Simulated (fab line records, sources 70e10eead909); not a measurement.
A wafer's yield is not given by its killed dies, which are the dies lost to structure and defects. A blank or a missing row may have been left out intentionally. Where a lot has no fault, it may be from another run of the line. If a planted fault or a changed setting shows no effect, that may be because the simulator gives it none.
A lot that was struck, set against a sound lot | flow nand harc | 14 out of 1302 route steps
Sound: these wafers, L408.4, L408.5, L408.6. Wafers L418.1, L418.3, L418.4 were the ones struck. The cause is given at the end.
Order at every step that has rows: each side's tool, ch and its chambers, its first start. Under that, the readings that differ: sound wafers | struck wafers | difference of the means | sigmas: that difference in standard deviations of wafers without a fault.
alike: same words and numbers on both sides, and readings whose means sit less than 2 such deviations apart. not compared: any withheld reading, any reading some wafer has no value for, any bound like >300 that may hide the same value, and any number with overlapping values for which the record gives no deviation.
A row with sigmas, a row that says differs or no value, or rows on one side alone: a step with any of these is where the two part. Non-overlapping numbers with no deviation appear without sigmas and do not part them. A reading that every wafer of one side lacks parts them only if that side has two wafers or more.

first, 7 steps without rows for these wafers: NHARC_P_ZERO_WELL_HMDS_30 (time 30 s); NHARC_P_ZERO_WELL_COAT_31; NHARC_P_ZERO_WELL_SOFTBAKE_32 (time 95 s); NHARC_P_ZERO_WELL_EBR_33; NHARC_P_ZERO_WELL_EXPOSE_34 (exposes mask P PWELL, target cd 720 nm); NHARC_P_ZERO_WELL_PEB_35 (peb time 85 s); NHARC_P_ZERO_WELL_DEVELOP_36 (time 70 s).
NHARC_P_ZERO_WELL_CD_MEAS_37: the cd target is 720 nm.
  sound on cd sem-02 ch 0, day 3 06:10; struck on cd sem-03 ch 0, day 7 10:16
  alike: cd nm
then, 1 step without rows for these wafers: NHARC_P_ZERO_WELL_HARDBAKE_38 (time 80 s).
NHARC_P_ZERO_WELL_DESCUM_39: chemistry O2, time 3 s.
  sound on rie diel-03 ch 0,1,2, day 3 06:20; struck on rie diel-10 ch 1,2, day 7 10:26
  alike: drypump motor current A, oes product au, rf vpp V, showerhead plenum p Torr, throttle valve pct
  not compared: rf hours counter h
then, 2 steps without rows for these wafers: NHARC_P_ZERO_WELL_IMPLANT_40; NHARC_P_ZERO_WELL_IMPLANT_59.
NHARC_P_ZERO_WELL_IMPLANT_60:
  sound on implanter-02 ch 0, day 3 06:55; struck on implanter-01, day 7 10:58
  no value came back on the struck wafers for beam energy keV, beam on s (s), tilt deg (degrees); on the sound wafers beam energy keV reads 30.001 30.010 29.998
then, 1 step without rows for these wafers: NHARC_P_ZERO_WELL_STRIP_41 (strips in SPM, time 840 s).

WHERE THEY PART
Only at NHARC_P_ZERO_WELL_IMPLANT_60, within this record.

WHY: whatever the simulator had introduced
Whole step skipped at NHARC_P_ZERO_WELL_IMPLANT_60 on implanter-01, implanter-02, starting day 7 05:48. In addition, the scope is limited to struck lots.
